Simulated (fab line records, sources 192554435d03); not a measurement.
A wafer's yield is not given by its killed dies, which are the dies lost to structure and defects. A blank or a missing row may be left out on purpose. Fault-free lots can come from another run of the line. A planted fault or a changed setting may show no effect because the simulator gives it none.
A struck lot beside a sound one | flow n5-finfet | 14 out of 1938 route steps
Sound: the wafers L696.2, L696.3, L696.4. Struck: wafer L703.5. (L703.6 of the same lot was not struck and is left out.) The cause comes at the end.
Order at every step that has rows: each side's tool, ch and its chambers, its first start. Under that, the readings that differ: sound wafers | struck wafers | difference of the means | sigmas: that difference in standard deviations of wafers without a fault.
alike: a reading whose means differ by less than 2 such deviations, as well as words and numbers matching on both sides. not compared: withheld readings; readings where some wafer has no value; bounds like >300 that might hide an equal value; numbers whose values overlap and for which the record gives no deviation.
Wherever a step has rows on one side only, a row that says differs or no value, or a row with sigmas, the two part there. When numbers do not overlap yet have no deviation, they are printed without sigmas and do not part them. Lack of a reading on every wafer of one side parts them only where that side has two or more wafers.

first, 1 step without rows for these wafers: N5_BEOL_M10_DEVELOP_27 (develop time 30 s).
N5_BEOL_M10_CD_MEAS_28 targets a cd of 70 nm.
  sound on cd-sem-03 ch 0, day 11 05:58; struck on cd-sem-03 ch 0, day 13 00:42
  reading    | sound          | struck | difference | sigmas
  cd-nm (nm) | 71.0 71.2 72.2 | 69.2   | -2.3       | -3
N5_BEOL_M10_OVL_MEAS_29:
  sound on overlay-01 ch 0, day 11 06:00; struck on overlay-01 ch 0, day 13 00:44
  alike: V9_OVL
N5_BEOL_M10_INSPECT_30: inspects for defects (brightfield).
  sound on defect-inspect-01, day 11 06:02; struck on defect-inspect-02, day 13 00:45
  alike: raw-defect-count
N5_BEOL_M10_DESCUM_33: chemistry O2, time 7.9 s.
  sound on rie-diel-01 ch 2,3, day 11 06:53; struck on rie-diel-01 ch 1, day 13 01:07
  reading               | sound          | struck | difference | sigmas
  oes-product-au (a.u.) | 0.69 0.75 0.69 | 0.94   | +0.23      | +3
  alike: chamber-pressure-mTorr, drypump-motor-current-A, rf-vpp-V, showerhead-plenum-p-Torr, throttle-valve-pct
  not compared: rf-hours-counter-h
N5_BEOL_M10_ETCH_65: etches SiARC in CF4, target depth 39 nm, time 65 s.
  sound on rie-diel-01 ch 2,3, day 11 06:56; struck on rie-diel-01 ch 1, day 13 01:10
  reading               | sound               | struck | difference | sigmas
  etch-rf-on-time-s (s) | 67.0 63.5 66.6      | 62.9   | -2.8       | -2
  mfc-ar-sccm (sccm)    | 99.48 100.19 100.09 | 100.49 | +0.57      | +2
  oes-product-au (a.u.) | 0.58 0.65 0.59      | 0.81   | +0.20      | +3
  alike: chamber-pressure-mTorr, drypump-motor-current-A, rf-vpp-V, showerhead-plenum-p-Torr, throttle-valve-pct
  not compared: rf-hours-counter-h
then, 2 steps without rows for these wafers: N5_BEOL_M10_ETCH_66 (etches SOC in N2/H2, target depth 120 nm, overetch 24 nm, time 180 s); N5_BEOL_M10_STRIP_69 (strips in N2/H2).
N5_BEOL_M10_VIA_ETCH_34: etches SiCOH lowk in C4F6/O2, target depth 184.5 nm, time 69.2 s.
  sound on rie-diel-01 ch 2,3, day 11 07:06; struck on rie-diel-01 ch 1, day 13 01:20
  reading               | sound          | struck | difference | sigmas
  oes-product-au (a.u.) | 0.69 0.76 0.69 | 0.93   | +0.22      | +3
  alike: chamber-pressure-mTorr, drypump-motor-current-A, mfc-ar-sccm, rf-vpp-V, showerhead-plenum-p-Torr, throttle-valve-pct
  not compared: rf-hours-counter-h
then, 1 step without rows for these wafers: N5_BEOL_M10_STRIP_73 (strips in C4F6/O2).
N5_BEOL_M10_STRIP_36: strips in N2/H2.
  sound on rie-diel-01 ch 2,3, day 11 07:10; struck on rie-diel-01 ch 1, day 13 01:23
  reading               | sound          | struck | difference | sigmas
  oes-product-au (a.u.) | 0.70 0.75 0.71 | 0.93   | +0.21      | +3
  alike: chamber-pressure-mTorr, drypump-motor-current-A, n2-flow-sccm, rf-vpp-V, showerhead-plenum-p-Torr, throttle-valve-pct
  not compared: rf-hours-counter-h
N5_BEOL_M10_TRENCH_ETCH_37: etches SiCOH lowk in C4F6/O2, target depth 148.83 nm, time 48 s.
  sound on rie-diel-01 ch 2,3; struck on rie-diel-01 ch 1
  reading               | sound          | struck | difference | sigmas
  oes-product-au (a.u.) | 0.69 0.76 0.68 | 0.93   | +0.22      | +3
  alike: chamber-pressure-mTorr, drypump-motor-current-A, mfc-ar-sccm, rf-vpp-V, showerhead-plenum-p-Torr, throttle-valve-pct
  not compared: rf-hours-counter-h
N5_BEOL_M10_ETCH_41: etches SiCN in CH3F/O2, target depth 42.6 nm, time 86 s.
  sound on rie-diel-01 ch 2,3, day 11 07:14; struck on rie-diel-01 ch 1, day 13 01:29
  reading                  | sound            | struck | difference | sigmas
  model.etch.depth-nm (nm) | 31.75 33.1 31.86 | 22.77  | -9.47      |
  alike: CH3F_flow_sccm, chamber-pressure-mTorr, drypump-motor-current-A, mfc-ar-sccm, oes-product-au, rf-vpp-V, showerhead-plenum-p-Torr, throttle-valve-pct
  not compared: rf-hours-counter-h
then, 1 step without rows for these wafers: N5_BEOL_M10_STRIP_77 (strips in N2/H2, time 10 s).

## WHERE THEY PART
Earliest at N5_BEOL_M10_CD_MEAS_28; latest, in this record, at N5_BEOL_M10_TRENCH_ETCH_37. Later steps at which nothing parts them and some readings are alike: N5_BEOL_M10_ETCH_41.

WHY: whatever the simulator had introduced
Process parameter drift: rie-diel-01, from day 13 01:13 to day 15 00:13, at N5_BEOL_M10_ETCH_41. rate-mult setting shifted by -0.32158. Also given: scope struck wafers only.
